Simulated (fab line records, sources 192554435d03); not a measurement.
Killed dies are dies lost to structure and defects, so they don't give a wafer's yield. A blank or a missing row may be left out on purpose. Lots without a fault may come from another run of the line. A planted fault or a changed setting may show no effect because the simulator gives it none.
Which tool did it? | flow n5_finfet | 12 lots, 36 wafers sampled, at 2 steps of a route of 1938

WHAT THE GAUGES READ, wafer by wafer
N5_BEOL_M14_INSPECT_55: inspects for defects (darkfield).
lot  | measured     | on                | raw_defect_count
L075 | day 11 13:43 | defect_inspect-01 | 69 39 56
L076 | day 12 17:07 | defect_inspect-01 | 71 104 48
L079 | day 12 22:02 | defect_inspect-01 | 78 65 59
L081 | day 13 12:52 | defect_inspect-01 | 72 88 72
L082 | day 14 15:05 | defect_inspect-02 | 102 69 79
L084 | day 15 13:35 | defect_inspect-02 | 92 70 55
L089 | day 15 14:38 | defect_inspect-02 | 48 34 46
L087 | day 15 16:56 | defect_inspect-01 | 65 49 42
L092 | day 16 14:34 | defect_inspect-01 | 68 60 70
L093 | day 16 15:50 | defect_inspect-01 | 51 60 39
L095 | day 17 11:19 | defect_inspect-01 | 47 38 40
L096 | day 17 21:34 | defect_inspect-02 | 69 107 71

WHICH TOOL RAN EACH LOT (tool, then ch and the chambers of the sampled wafers, then the start)
lot  | N5_BEOL_M14_SPUTTER_44
L075 | pvd_sputter-02, day 11 12:34
L076 | pvd_sputter-02, day 12 15:58
L079 | pvd_sputter-02, day 12 20:53
L081 | pvd_sputter-03, day 13 11:34
L082 | pvd_sputter-03, day 14 13:58
L084 | pvd_sputter-02, day 15 12:17
L089 | pvd_sputter-03, day 15 13:07
L087 | pvd_sputter-02, day 15 15:47
L092 | pvd_sputter-03, day 16 13:26
L093 | pvd_sputter-03, day 16 14:37
L095 | pvd_sputter-02, day 17 09:27
L096 | pvd_sputter-03, day 17 20:25
- N5_BEOL_M14_SPUTTER_44: material Ta, target thk 15 nm, time 24.19 s.

THE ANSWER, worked out from the rows above alone
Rule: what is usual is taken from the lots themselves. Put in order of their means at a reading, lots are off if they are a third of the lots or fewer, leave a main group of 4 or more, and stand apart from it by a gap of 3 or more times the standard deviation of the main group's means; of several such gaps the widest counts. A main group whose means are all the same, to the digits that the tables above print for the reading, isn't used. A lot without any number at a reading at which 4 lots or more have one is off too. The other lots that the step has rows for count as sound.
No lot is off at any reading shown: from this, nothing can be told.

WHAT THE SIMULATOR HAD PUT IN
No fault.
